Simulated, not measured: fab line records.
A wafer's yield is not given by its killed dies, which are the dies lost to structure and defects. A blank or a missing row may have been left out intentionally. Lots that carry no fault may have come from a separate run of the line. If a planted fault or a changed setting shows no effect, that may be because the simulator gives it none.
Which tool did it?	flow nand_harc	route of 1302 steps, sampled at 1 step: 12 lots, 36 wafers

WHAT THE GAUGES SHOWED, per wafer
NHARC_P_BONDPAD_CD_MEAS_09: target cd 500 nm.
lot	measured	on	cd_nm (nm)
L074	day 7 04:08	cd_sem-02	507 506 505
L077	day 8 08:32	cd_sem-01	496 496 495
L079	day 8 19:19	cd_sem-03	502 503 499
L081	day 9 10:07	cd_sem-03	507 506 506
L083	day 10 09:35	cd_sem-01	496 494 496
L085	day 11 04:19	cd_sem-02	496 496 499
L087	day 12 14:38	cd_sem-01	504 502 505
L088	day 12 17:19	cd_sem-03	507 503 502
L091	day 13 14:56	cd_sem-01	496 502 500
L093	day 14 09:37	cd_sem-03	503 504 498
L095	day 15 09:17	cd_sem-02	503 501 501
L097	day 16 04:40	cd_sem-02	506 506 504

EACH LOT AND THE TOOL THAT RAN IT (in order: tool; ch and the chambers of the sampled wafers; start)
No process step before these readings appears in the record.

THE ANSWER, worked out from the rows above alone
Rule: usual is defined by the lots themselves. Put in order of their means at a reading, lots are off if they are a third of the lots or fewer, leave a main group of 4 or more, and stand apart from it by a gap of 3 or more times the standard deviation of the main group's means; of several such gaps the widest counts. If all means in a main group match to the digits the tables above print for the reading, that group is not used. Also off: a lot with no number at a reading for which 4 or more lots have one. Where the step has rows for the other lots, those lots are counted as sound.
Nothing can be told from this: no lot is off at any reading shown.

WHAT WAS PUT IN BY THE SIMULATOR
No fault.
